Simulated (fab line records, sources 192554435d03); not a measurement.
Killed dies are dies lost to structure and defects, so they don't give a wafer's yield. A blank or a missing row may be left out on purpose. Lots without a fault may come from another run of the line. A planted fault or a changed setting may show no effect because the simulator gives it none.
Chamber matching | flow n5_finfet | N5_BEOL_M6_PECVD_70 on pecvd-03: 3 sister chambers
The step deposits SiO2 from TEOS/O2, target thk 20 nm, time 22.7 s. 30 wafers are shown with their chamber, then 12 later ones without.

WAFERS WITH THEIR CHAMBER
wafer  | chamber | showerhead_plenum_p_Torr (Torr) | heater_power_w (W) | throttle_valve_pct (%)
L075.4 | 0       | 8.90                            | 877                | 21.3
L075.5 | 1       | 8.83                            | 730                | 21.7
L075.6 | 2       | 8.91                            | 647                | 21.3
L079.1 | 0       | 8.90                            | 798                | 21.5
L079.3 | 2       | 8.91                            | 718                | 21.5
L079.6 | 2       | 8.92                            | 734                | 21.7
L080.3 | 0       | 8.90                            | 850                | 21.7
L080.4 | 0       | 8.92                            | 840                | 21.6
L080.5 | 2       | 8.88                            | 764                | 21.8
L081.2 | 0       | 8.91                            | 832                | 21.5
L081.3 | 0       | 8.89                            | 823                | 21.4
L081.5 | 0       | 8.89                            | 828                | 21.5
L082.3 | 1       | 8.80                            | 724                | 21.6
L082.4 | 2       | 8.90                            | 758                | 21.5
L082.5 | 1       | 8.83                            | 705                | 21.8
L083.2 | 2       | 8.91                            | 712                | 21.5
L083.5 | 2       | 8.90                            | 708                | 21.6
L083.6 | 1       | 8.83                            | 628                | 21.5
L086.1 | 0       | 8.91                            | 853                | 21.4
L086.3 | 2       | 8.89                            | 618                | 21.6
L086.5 | 1       | 8.84                            | 635                | 21.6
L087.1 | 0       | 8.89                            | 831                | 21.5
L087.5 | 2       | 8.93                            | 721                | 21.7
L087.6 | 0       | 8.89                            | 802                | 21.7
L089.1 | 1       | 8.86                            | 725                | 21.9
L089.4 | 1       | 8.80                            | 696                | 21.6
L089.5 | 2       | 8.93                            | 670                | 21.8
L091.2 | 0       | 8.90                            | 866                | 21.4
L091.3 | 1       | 8.83                            | 718                | 21.8
L091.6 | 0       | 8.90                            | 873                | 21.7

SIGNATURES (means of the wafers above)
reading                  | chamber 0 | chamber 1 | chamber 2 | scatter within a chamber
showerhead_plenum_p_Torr | 8.9000    | 8.8275    | 8.9080    | 0.015
heater_power_w           | 839.42    | 695.12    | 705.00    | 37.8
throttle_valve_pct       | 21.517    | 21.688    | 21.600    | 0.142
Rule: a wafer's distance from a chamber is the root of the sum, over the readings, of the square of ((its reading less the chamber's mean) divided by the reading's scatter). The wafer belongs to the nearest chamber; if the next one is less than 2 further off, it can't be placed. The scatter: the root of (the sum of the squares of (reading less its chamber's mean) over the shown wafers, divided by (wafers less chambers)).

WAFERS WITHOUT THEIR CHAMBER
wafer  | showerhead_plenum_p_Torr (Torr) | heater_power_w (W) | throttle_valve_pct (%)
L092.1 | 8.83                            | 630                | 21.7
L092.2 | 8.93                            | 711                | 21.8
L092.3 | 8.90                            | 811                | 21.7
L093.3 | 8.87                            | 860                | 21.7
L093.4 | 8.92                            | 625                | 21.8
L093.6 | 8.90                            | 869                | 21.8
L095.2 | 8.89                            | 769                | 21.6
L095.3 | 8.92                            | 695                | 22.2
L095.4 | 8.89                            | 729                | 22.0
L097.3 | 8.92                            | 857                | 21.4
L097.5 | 8.91                            | 868                | 21.6
L097.6 | 8.81                            | 672                | 21.7

WHICH CHAMBER EACH WENT THROUGH
wafer  | from the rows above          | in truth
L092.1 | 1                            | 1
L092.2 | 2                            | 2
L092.3 | can't be placed: 0 or 2      | 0
L093.3 | 0                            | 0
L093.4 | 2                            | 2
L093.6 | 0                            | 0
L095.2 | can't be placed: 0 or 2      | 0
L095.3 | can't be placed: 2 or 0      | 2
L095.4 | can't be placed: 2 or 0 or 1 | 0
L097.3 | 0                            | 0
L097.5 | 0                            | 0
L097.6 | 1                            | 1
Placed correctly: 8 of 12. Can't be placed from these rows: 4 (the true chamber is among the candidates in 4). Placed wrongly: 0.
